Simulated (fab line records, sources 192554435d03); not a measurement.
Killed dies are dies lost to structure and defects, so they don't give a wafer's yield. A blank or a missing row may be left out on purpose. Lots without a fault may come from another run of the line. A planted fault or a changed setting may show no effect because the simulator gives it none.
fab line records | flow n5_finfet
record lots=4 wafers=12 last_day=16
route steps=1938 shown BEOL_M4@1099 BEOL_M5@1112 BEOL_M11@1565 PASSIVATION@1936
lots that met no fault: from a run of the same line without faults
start_h: hours from the record's first day to the start of the lot's first wafer shown | wait_h: hours since the lot's step before | " the same as in the row above | L1.1+2: a row that stands for several wafers | - no value, or no start given | * or withheld: withheld | < > ~ a bound
route shown NAME@n: a module of which the file shows steps, and the number in the route of the first | usual: mean/standard deviation of fault-free wafers | same: alike in all rows | chamber/n: place in a boat | sites: the reading at each site | _std_site: their standard deviation | _edge_site: outer sites' mean less inner sites' | radius_mm: how far each site lies from the wafer's centre | mask NAME#n: copy n | behind: the tool/chamber that last shaped the wafer | hold: why the lot was held/for how many hours/how that ended | device: the transistor (n, p or np) that didn't switch | end of line: the same wafers' tests at the end of the route | a step without rows: its recipe alone | killed: dies lost to structure and defects at the first sort, not the wafer's yield | map: a wafer's dies, x killed, . not, _ none there
set.NAME: the setting as run; set.NAME@STEP: as run at that earlier step | model.NAME: the simulator's own value behind a step, which no gauge read
lots at some steps of the route; a table a step, a row a wafer
services: from which hour (start_h, from the record's first day; less than 0 if before it) a tool's chamber was out of use, for how many hours, and why
## steps
# step N5_BEOL_M4_ANNEAL_95
# recipe temp_c=400 time_s=240 ambient=vacuum
# step N5_BEOL_M4_SPUTTER_96
# recipe material=Cu target_thk_a=45 temp_c=-20 chamber_pressure_pa=0.07 power_w=withheld time_s=8.29
# step N5_BEOL_M4_ECD_50
# recipe material=Cu target_thk_a=3000
# step N5_BEOL_M4_ANNEAL_51
# recipe temp_c=225 time_s=90 ambient=N2
# step N5_BEOL_M4_CMP_52
# recipe stop_on=SiOC t_overpolish_s=6.8 down_force_psi=1 platen_rpm=50 clearing_platen_down_force_psi=1.5 clearing_platen_rpm=50 post_cmp_clean=cu_alkaline target_thk_nm=40 clearing_platen_pad_velocity_m_s=0.99484 pad_velocity_m_s=0.99484
# step N5_BEOL_M4_PRE_CLEAN_60
# recipe gas=NH3/H2 time_s=15 temp_c=* rf_power_w=300
# step N5_BEOL_M4_CO_CAP_55
# recipe material=Co target_thk_a=20 temp_c=200 precursor=CCTBA/H2 pressure_torr=30 time_s=102.1
# step N5_BEOL_M4_PRE_CLEAN_56
# recipe gas=NH3 time_s=15 temp_c=withheld rf_power_w=300
# step N5_BEOL_M4_DEP_57
# recipe material=SiCN target_thk_a=80 temp_c=withheld precursor=3MS/NH3 pressure_torr=3 rf_w=202 time_s=14
# step N5_BEOL_M4_RC_MEAS_101
# usual DIBL_N=35.8/1.5 DIBL_P=35.9/1.8 IOFF_N=0.152/0.025 IOFF_P=0.21/0.031 ION_N=672/11 ION_P=462/7.4 SS_N=71.5/0.52 SS_P=73.2/0.54 VT_N=250/3 VT_P=-250/3.3
# columns lot.wafer tool chamber start_h wait_h DIBL_N[mV/V] DIBL_P[mV/V] IOFF_N[nA/um] IOFF_P[nA/um] ION_N[uA/um] ION_P[uA/um] SS_N[mV/dec] SS_P[mV/dec] VT_N[mV] VT_P[mV]
L998.1 prober-02 0 215.61 0.0 38.0 38.8 0.173 0.22 679 455 71.7 73.2 249 -252
L998.4 " 0 " " 36.1 36.2 0.153 0.19 671 460 71.6 72.6 249 -252
L998.6 " 0 " " 35.3 34.8 0.124 0.16 658 453 71.0 72.3 256 -256
L106.4 prober-01 0 264.18 0.5 33.9 34.5 0.137 0.21 658 459 71.7 72.7 251 -250
L106.5 " 0 " " 36.2 36.7 0.179 0.25 665 467 72.8 73.0 247 -245
L106.6 " 0 " " 36.5 38.1 0.194 0.27 694 476 72.0 73.1 247 -247
L108.1 prober-02 0 271.44 0.0 32.3 33.9 0.127 0.18 663 456 71.3 71.4 252 -251
L108.2 " 0 " " 35.1 37.7 0.185 0.25 683 467 71.7 73.6 247 -248
L108.3 " 0 " " 33.5 34.7 0.147 0.20 671 459 71.0 72.7 249 -250
L110.1 prober-01 0 289.18 0.0 32.4 33.3 0.116 0.20 660 468 71.5 72.3 253 -248
L110.2 " 0 " " 34.6 35.6 0.152 0.23 689 477 71.6 72.6 250 -247
L110.5 " 0 " " 34.5 35.4 0.141 0.22 656 459 71.5 73.0 252 -245
# step N5_BEOL_M5_ILD_DEP_00
# recipe material=SiCOH_lowk target_thk_a=1406.4 temp_c=300 precursor=DEMS/porogen pressure_torr=5 rf_w=500 time_s=25.9
# step N5_BEOL_M5_CURE_79
# recipe temp_c=385 time_s=240 ambient=He/Ar material=SiCOH_lowk
# step N5_BEOL_M5_PECVD_70
# recipe material=SiO2 target_thk_a=160 temp_c=400 precursor=TEOS/O2 pressure_torr=5.5 rf_w=450 teos_flow_sccm=53.8 gas=O2 flow_sccm=3000 time_s=18
# step N5_BEOL_M5_HM_DEP_02
# recipe material=TiN target_thk_a=200 temp_c=25 chamber_pressure_pa=0.49996
# step N5_BEOL_M5_COAT_59
# recipe resist=SOC temp_c=250 time_s=60 spin_rpm=1500 resist_thk_nm=60
# step N5_BEOL_M5_COAT_60
# recipe resist=SiARC temp_c=220 time_s=60 spin_rpm=1500 resist_thk_nm=12
# step N5_BEOL_M5_COAT_71
# recipe resist=underlayer temp_c=205 time_s=60 spin_rpm=1500 resist_thk_nm=5
# step N5_BEOL_M5_COAT_05
# recipe resist=CAR-EUV spin_rpm=1500 resist_thk_nm=30
# step N5_BEOL_M5_EBR_07
# recipe solvent=PGMEA ebr_width_mm=1.5
# step N5_BEOL_M5_SOFTBAKE_06
# recipe temp_c=110 time_s=60 resist=CAR-EUV
# step N5_BEOL_M5_EXPOSE_08
# recipe mask_id=M5 na=0.33 source_shape=annular sigma_inner=0.4 sigma_outer=0.8 polarization=unpolarized target_cd_nm=28 dose_mj=35.75
# step N5_BEOL_M5_PEB_09
# recipe peb_temp_c=100 peb_time_s=60 resist=CAR-EUV
# step N5_BEOL_M5_DEVELOP_10
# recipe develop_time_s=30 developer=TMAH resist=CAR-EUV rinse_liquid=surfactant_rinse dry=air_spin dev_temp_c=23
# step N5_BEOL_M5_DESCUM_16
# recipe chemistry=O2 time_s=7 source_power_w=50 bias_power_w=20 pressure_mtorr=20 rf_frequency_hz=2.712e+07 temp_c=40 resist=CAR-EUV o2_flow_sccm=225
# step N5_BEOL_M5_ETCH_72
# recipe chemistry=N2/H2 target=underlayer target_depth_a=65 mask_material=CAR-EUV time_s=5.2 ion_energy_ev=200 pressure_mtorr=30 source_w=840 bias_w=150 n2_flow_sccm=200 h2_flow_sccm=200 ends=cleared
# step N5_BEOL_M5_ETCH_61
# recipe chemistry=CF4 target=SiARC target_depth_a=156 mask_material=CAR-EUV time_s=26 ion_energy_ev=80 pressure_mtorr=40 source_w=545 bias_w=36 Ar_flow_sccm=100 cf4_flow_sccm=100 ends=cleared
# step N5_BEOL_M5_ETCH_62
# recipe chemistry=N2/H2 target=SOC target_depth_a=750 overetch_a=150 mask_material=SiARC temp_c=40 time_s=112.5 ion_energy_ev=200 pressure_mtorr=30 source_w=840 bias_w=150 n2_flow_sccm=200 h2_flow_sccm=200
# step N5_BEOL_M5_STRIP_63
# recipe chemistry=N2/H2 temp_c=40 n2_flow_sccm=200 h2_flow_sccm=200 rf_frequency_hz=6e+07
# step N5_BEOL_M5_STRIP_73
# recipe chemistry=N2/H2 temp_c=40 n2_flow_sccm=200 h2_flow_sccm=200 rf_frequency_hz=6e+07
# step N5_BEOL_M5_STRIP_64
# recipe chemistry=CF4 resist=SiARC power_w=300 bias_power_w=75 pressure_mtorr=50 cf4_flow_sccm=150 rf_frequency_hz=6e+07
# step N5_BEOL_M5_HM_OPEN_17
# recipe chemistry=Cl2/BCl3 target_depth_a=200 overetch_a=60 target=TiN mask_material=SOC ion_energy_ev=150 pressure_mtorr=10 icp_w=1000 bias_w=126 Cl2_flow_sccm=53.25 bcl3_flow_sccm=21.75 Ar_flow_sccm=25
# step N5_BEOL_M5_STRIP_19
# recipe chemistry=O2 power_w=400 temp_c=40 pressure_mtorr=30 rf_frequency_hz=6e+07 bias_power_w=0 overash_fraction=0.2 o2_flow_sccm=225
# step N5_BEOL_M5_COAT_65
# recipe resist=SOC temp_c=250 time_s=60 spin_rpm=1500 resist_thk_nm=60
# step N5_BEOL_M5_COAT_66
# recipe resist=SiARC temp_c=220 time_s=60 spin_rpm=1500 resist_thk_nm=12
# step N5_BEOL_M11_EXPOSE_25
# recipe mask_id=V10 na=1.35 source_shape=annular sigma_inner=0.5 sigma_outer=0.8 polarization=unpolarized dose_mj=85.5
# usual exposure_dose_mJ_cm2=85.5/0.31
# same sigma_outer=0.8
# columns lot.wafer tool chamber start_h wait_h mask exposure_dose_mJ_cm2
L998.1 arfi_scanner-02 0 279.67 - V10#0 85.4
L998.4 " 0 " " V10#0 85.4
L998.6 " 0 " " V10#0 85.5
L106.4 arfi_scanner-02 0 319.46 - V10#0 112.8
L106.5 " 0 " " V10#0 112.9
L106.6 " 0 " " V10#0 112.7
L108.1 arfi_scanner-02 0 329.43 - V10#0 107.4
L108.2 " 0 " " V10#0 107.4
L108.3 " 0 " " V10#0 107.5
L110.1 arfi_scanner-03 0 347.89 - V10#0 85.4
L110.2 " 0 " " V10#0 85.5
L110.5 " 0 " " V10#0 85.4
# step N5_BEOL_M11_CD_MEAS_28
# recipe target_cd_nm=70 landing_energy_ev=500 detector=se_inlens polarity=opening
# usual cd_nm=69.8/1.2
# columns lot.wafer tool chamber start_h wait_h cd_nm
L998.1 cd_sem-02 0 279.81 - 70.0
L998.4 " 0 " " 69.9
L998.6 " 0 " " 69.8
L106.4 cd_sem-01 0 319.57 - 98.5
L106.5 " 0 " " 98.6
L106.6 " 0 " " 98.5
L108.1 cd_sem-02 0 329.56 - 92.2
L108.2 " 0 " " 92.5
L108.3 " 0 " " 93.5
L110.1 cd_sem-02 0 348.02 - 71.1
L110.2 " 0 " " 69.0
L110.5 " 0 " " 71.1
# step N5_PASSIVATION_PROBE_49
# usual defect_limited_yield=91.7/1.7 killed_at_M0_to_M3=34/10 killed_at_M4_up=13/5.1 killed_at_contacts=12/6.2 killed_at_front_end=36/12 killed_at_other=3.2/2.6 killed_dies=98/20 killed_on_rim=13/4.5 killed_open=65/13 killed_short=32/8.4 sort_bin_5_function=4.8/1.1 sort_bin_6_memory=3.2/0.74 sort_n_pass=1082/20 sort_yield_pct=91.7/1.7
# same gross_dies=1180 killed_at_back_side=0 sort_bin_4_leakage[%]=0 sort_bin_8_speed[%]=0
# columns lot.wafer tool chamber start_h wait_h defect_limited_yield[%] killed_at_M0_to_M3 killed_at_M4_up killed_at_contacts killed_at_front_end killed_at_other killed_dies killed_on_rim killed_open killed_short sort_bin_5_function[%] sort_bin_6_memory[%] sort_n_pass sort_yield_pct[%]
L998.1 prober-01 - 319.96 0.0 92.0 26 12 7 47 2 94 14 64 30 3.7 4.2 1086 92.0
L998.4 prober-01 - 320.11 0.2 91.3 34 11 7 50 1 103 12 69 34 5.1 3.4 1077 91.3
L998.6 prober-01 - 320.21 0.3 92.5 29 8 6 44 2 89 10 61 28 4.6 2.7 1091 92.5
L106.4 prober-02 - 368.55 0.2 0 46 1085 13 30 6 1180 152 80 28 4.2 4.4 0 0
L106.5 prober-02 - 368.60 0.2 0 20 1090 19 49 2 1180 152 70 33 5.3 3.1 0 0
L106.6 prober-02 - 368.65 0.3 0 40 1108 7 22 3 1180 152 69 38 5.2 3.7 0 0
L108.1 prober-02 - 376.49 0.0 0 35 1051 19 72 3 1180 152 83 43 6.1 4.1 0 0
L108.2 prober-02 - 376.54 0.1 0 44 1065 7 61 3 1180 152 83 46 5.8 4.6 0 0
L108.3 prober-02 - 376.59 0.1 0 38 1097 8 34 3 1180 152 66 27 4.5 3.3 0 0
L110.1 prober-02 - 391.97 0.0 91.0 63 14 4 22 3 106 16 75 29 6.0 2.9 1074 91.0
L110.2 prober-02 - 392.02 0.1 93.2 37 13 4 23 3 80 12 53 25 3.8 2.7 1100 93.2
L110.5 prober-02 - 392.17 0.2 92.3 39 23 8 13 8 91 15 59 31 4.0 3.4 1089 92.3
# killed by level:class
L998.1 FIN_SAQP:geometric_particle:open=15 BEOL_M4:geometric_particle:open=9 FIN_SAQP:geometric_particle:short=7 BEOL_M2:geometric_particle:open=7 STI_FIN_REVEAL:geometric_particle:open=6 DUMMY_GATE:geometric_particle:open=6 BEOL_M1:geometric_particle:open=6 BEOL_M3:geometric_particle:open=5
L998.4 BEOL_M1:geometric_particle:open=13 FIN_SAQP:geometric_particle:open=12 FIN_SAQP:geometric_particle:short=12 BEOL_M2:geometric_particle:open=8 MOL_CONTACT_COAG:geometric_particle:open=7 BEOL_M4:geometric_particle:open=7 STI_FIN_REVEAL:geometric_particle:open=6 BEOL_M0_SAQP:geometric_particle:short=6
L998.6 STI_FIN_REVEAL:geometric_particle:open=10 BEOL_M3:geometric_particle:open=10 FIN_SAQP:geometric_particle:short=9 BEOL_M1:geometric_particle:open=9 FIN_SAQP:geometric_particle:open=8 MOL_CONTACT_COAG:geometric_particle:open=6 BEOL_M2:geometric_particle:open=4 SPACER0:geometric_particle:short=3
L106.4 BEOL_M11:area_expose=1072 FIN_SAQP:geometric_particle:open=14 BEOL_M0_SAQP:geometric_particle:open=13 MOL_CONTACT_COAG:geometric_particle:open=12 BEOL_M2:geometric_particle:open=8 BEOL_M3:geometric_particle:open=7 BEOL_M4:geometric_particle:open=7 FIN_SAQP:geometric_particle:short=6
L106.5 BEOL_M11:area_expose=1077 STI_FIN_REVEAL:geometric_particle:open=19 MOL_CONTACT_COAG:geometric_particle:open=15 FIN_SAQP:geometric_particle:short=12 BEOL_M0_SAQP:geometric_particle:open=7 BEOL_M4:geometric_particle:open=7 FIN_SAQP:geometric_particle:open=5 BEOL_M3:geometric_particle:open=5
L106.6 BEOL_M11:area_expose=1072 BEOL_M4:geometric_particle:open=23 BEOL_M0_SAQP:geometric_particle:short=15 BEOL_M0_SAQP:geometric_particle:open=12 STARTING-WAFER:geometric_particle:short=6 MOL_CONTACT_COAG:geometric_particle:open=5 DUMMY_GATE:geometric_particle:open=4 BEOL_M3:geometric_particle:open=4
L108.1 BEOL_M11:area_expose=1044 BEOL_M2:geometric_particle:open=15 FIN_SAQP:geometric_particle:short=14 MOL_CONTACT_COAG:geometric_particle:open=14 STI_FIN_REVEAL:geometric_particle:open=13 FIN_SAQP:geometric_particle:open=10 HKMG_FIN:area_etch=10 GATE_CUT:geometric_particle:short=8
L108.2 BEOL_M11:area_expose=1051 BEOL_M2:geometric_particle:open=13 FIN_SAQP:geometric_particle:short=11 GATE_CUT:geometric_particle:short=11 BEOL_M0_SAQP:geometric_particle:open=11 FIN_SAQP:geometric_particle:open=8 STI_FIN_REVEAL:geometric_particle:open=8 BEOL_M4:geometric_particle:open=6
L108.3 BEOL_M11:area_expose=1087 BEOL_M0_SAQP:geometric_particle:open=13 STI_FIN_REVEAL:geometric_particle:open=8 MOL_CONTACT_COAG:geometric_particle:open=7 GATE_CUT:geometric_particle:short=7 BEOL_M0_SAQP:geometric_particle:short=7 BEOL_M1:geometric_particle:open=6 BEOL_M4:geometric_particle:open=6
L110.1 BEOL_M2:geometric_particle:open=16 BEOL_M0_SAQP:geometric_particle:open=14 BEOL_M0_SAQP:geometric_particle:short=10 BEOL_M1:geometric_particle:open=10 BEOL_M3:geometric_particle:open=6 MOL_CONTACT_COAG:geometric_particle:open=4 BEOL_M2:geometric_particle:short=4 BEOL_M4:geometric_particle:open=4
L110.2 BEOL_M1:geometric_particle:open=9 BEOL_M0_SAQP:geometric_particle:short=8 GATE_CUT:geometric_particle:open=6 BEOL_M0_SAQP:geometric_particle:open=6 BEOL_M3:geometric_particle:open=6 BEOL_M7:geometric_particle:open=4 MOL_CONTACT_COAG:geometric_particle:open=3 STARTING-WAFER:geometric_particle:open=3
L110.5 BEOL_M0_SAQP:geometric_particle:short=14 BEOL_M4:geometric_particle:open=13 MOL_CONTACT_COAG:geometric_particle:open=7 BEOL_M0_SAQP:geometric_particle:open=7 FIN_SAQP:geometric_particle:open=4 BEOL_M2:geometric_particle:open=4 BEOL_M3:geometric_particle:open=4 PASS1_CAP:geometric_particle:open=4
# map L106.4 (x killed, . not)
_________________xxxxxxxxxxxx________________
______________xxxxxxxxxxxxxxxxxx_____________
___________xxxxxxxxxxxxxxxxxxxxxxxx__________
__________xxxxxxxxxxxxxxxxxxxxxxxxxx_________
________xxxxxxxxxxxxxxxxxxxxxxxxxxxxxx_______
_______xxxxxxxxxxxxxxxxxxxxxxxxxxxxxxxx______
______xxxxxxxxxxxxxxxxxxxxxxxxxxxxxxxxxx_____
_____xxxxxxxxxxxxxxxxxxxxxxxxxxxxxxxxxxxx____
____xxxxxxxxxxxxxxxxxxxxxxxxxxxxxxxxxxxxxx___
___xxxxxxxxxxxxxxxxxxxxxxxxxxxxxxxxxxxxxxxx__
___xxxxxxxxxxxxxxxxxxxxxxxxxxxxxxxxxxxxxxxx__
__xxxxxxxxxxxxxxxxxxxxxxxxxxxxxxxxxxxxxxxxxx_
__xxxxxxxxxxxxxxxxxxxxxxxxxxxxxxxxxxxxxxxxxx_
_xxxxxxxxxxxxxxxxxxxxxxxxxxxxxxxxxxxxxxxxxxxx
_xxxxxxxxxxxxxxxxxxxxxxxxxxxxxxxxxxxxxxxxxxxx
_xxxxxxxxxxxxxxxxxxxxxxxxxxxxxxxxxxxxxxxxxxxx
_xxxxxxxxxxxxxxxxxxxxxxxxxxxxxxxxxxxxxxxxxxxx
_xxxxxxxxxxxxxxxxxxxxxxxxxxxxxxxxxxxxxxxxxxxx
_xxxxxxxxxxxxxxxxxxxxxxxxxxxxxxxxxxxxxxxxxxxx
_xxxxxxxxxxxxxxxxxxxxxxxxxxxxxxxxxxxxxxxxxxxx
_xxxxxxxxxxxxxxxxxxxxxxxxxxxxxxxxxxxxxxxxxxxx
__xxxxxxxxxxxxxxxxxxxxxxxxxxxxxxxxxxxxxxxxxx_
__xxxxxxxxxxxxxxxxxxxxxxxxxxxxxxxxxxxxxxxxxx_
___xxxxxxxxxxxxxxxxxxxxxxxxxxxxxxxxxxxxxxxx__
___xxxxxxxxxxxxxxxxxxxxxxxxxxxxxxxxxxxxxxxx__
____xxxxxxxxxxxxxxxxxxxxxxxxxxxxxxxxxxxxxx___
_____xxxxxxxxxxxxxxxxxxxxxxxxxxxxxxxxxxxx____
______xxxxxxxxxxxxxxxxxxxxxxxxxxxxxxxxxx_____
_______xxxxxxxxxxxxxxxxxxxxxxxxxxxxxxxx______
________xxxxxxxxxxxxxxxxxxxxxxxxxxxxxx_______
__________xxxxxxxxxxxxxxxxxxxxxxxxxx_________
___________xxxxxxxxxxxxxxxxxxxxxxxx__________
______________xxxxxxxxxxxxxxxxxx_____________
_________________xxxxxxxxxxxx________________
# map L108.1 (x killed, . not)
_________________xxxxxxxxxxxx________________
______________xxxxxxxxxxxxxxxxxx_____________
___________xxxxxxxxxxxxxxxxxxxxxxxx__________
__________xxxxxxxxxxxxxxxxxxxxxxxxxx_________
________xxxxxxxxxxxxxxxxxxxxxxxxxxxxxx_______
_______xxxxxxxxxxxxxxxxxxxxxxxxxxxxxxxx______
______xxxxxxxxxxxxxxxxxxxxxxxxxxxxxxxxxx_____
_____xxxxxxxxxxxxxxxxxxxxxxxxxxxxxxxxxxxx____
____xxxxxxxxxxxxxxxxxxxxxxxxxxxxxxxxxxxxxx___
___xxxxxxxxxxxxxxxxxxxxxxxxxxxxxxxxxxxxxxxx__
___xxxxxxxxxxxxxxxxxxxxxxxxxxxxxxxxxxxxxxxx__
__xxxxxxxxxxxxxxxxxxxxxxxxxxxxxxxxxxxxxxxxxx_
__xxxxxxxxxxxxxxxxxxxxxxxxxxxxxxxxxxxxxxxxxx_
_xxxxxxxxxxxxxxxxxxxxxxxxxxxxxxxxxxxxxxxxxxxx
_xxxxxxxxxxxxxxxxxxxxxxxxxxxxxxxxxxxxxxxxxxxx
_xxxxxxxxxxxxxxxxxxxxxxxxxxxxxxxxxxxxxxxxxxxx
_xxxxxxxxxxxxxxxxxxxxxxxxxxxxxxxxxxxxxxxxxxxx
_xxxxxxxxxxxxxxxxxxxxxxxxxxxxxxxxxxxxxxxxxxxx
_xxxxxxxxxxxxxxxxxxxxxxxxxxxxxxxxxxxxxxxxxxxx
_xxxxxxxxxxxxxxxxxxxxxxxxxxxxxxxxxxxxxxxxxxxx
_xxxxxxxxxxxxxxxxxxxxxxxxxxxxxxxxxxxxxxxxxxxx
__xxxxxxxxxxxxxxxxxxxxxxxxxxxxxxxxxxxxxxxxxx_
__xxxxxxxxxxxxxxxxxxxxxxxxxxxxxxxxxxxxxxxxxx_
___xxxxxxxxxxxxxxxxxxxxxxxxxxxxxxxxxxxxxxxx__
___xxxxxxxxxxxxxxxxxxxxxxxxxxxxxxxxxxxxxxxx__
____xxxxxxxxxxxxxxxxxxxxxxxxxxxxxxxxxxxxxx___
_____xxxxxxxxxxxxxxxxxxxxxxxxxxxxxxxxxxxx____
______xxxxxxxxxxxxxxxxxxxxxxxxxxxxxxxxxx_____
_______xxxxxxxxxxxxxxxxxxxxxxxxxxxxxxxx______
________xxxxxxxxxxxxxxxxxxxxxxxxxxxxxx_______
__________xxxxxxxxxxxxxxxxxxxxxxxxxx_________
___________xxxxxxxxxxxxxxxxxxxxxxxx__________
______________xxxxxxxxxxxxxxxxxx_____________
_________________xxxxxxxxxxxx________________
## services
# columns tool chamber start_h hours kind
arfi_scanner-02 - 282.13 0.7 repair
arfi_scanner-03 - 284.07 0.8 pm
arfi_scanner-03 0 291.51 - calibration
arfi_scanner-03 - 308.78 3.8 repair
arfi_scanner-02 - 311.13 1.0 pm
arfi_scanner-02 - 314.38 1.3 pm
arfi_scanner-03 - 318.49 4.9 pm
arfi_scanner-03 - 327.64 8.9 repair
## key
first_sign step=N5_BEOL_M11_EXPOSE_25 reading=exposure_dose_mJ_cm2 direction=up sigmas=79 usual=85.5 struck=110.1
effect step=N5_BEOL_M11_CD_MEAS_28 reading=cd_nm direction=up sigmas=21 usual=69.8 struck=95.7 through=control_loop
effect step=N5_PASSIVATION_PROBE_49 reading=killed_at_M4_up direction=up sigmas=99+ usual=13 struck=1083
more_kills_born_at N5_BEOL_M11_EXPOSE_25@arfi_scanner-02=6403
met_at N5_BEOL_M11_EXPOSE_25
struck_wafers L106.4,L106.5,L106.6,L108.1,L108.2,L108.3
later_rows_left_out L106.4,L106.5,L106.6,L108.1,L108.2,L108.3
loop_trim step=N5_BEOL_M11_EXPOSE_25 setting=dose lots=L108
onset_between 279.67 319.46
fault kind=process_parameter_drift tool=arfi_scanner-02 chamber=- onset_h=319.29 steps=N5_BEOL_M11_EXPOSE_25 channel=dose_mj offset=27.482 shape=step acts_in=these_recipes_only stated=85.5
# later_rows_left_out: the simulator's readings of these wafers behind a module that went badly wrong aren't trusted and aren't shown, but for the sort
# loop_trim: a control loop set the setting to another value than it would have without faults
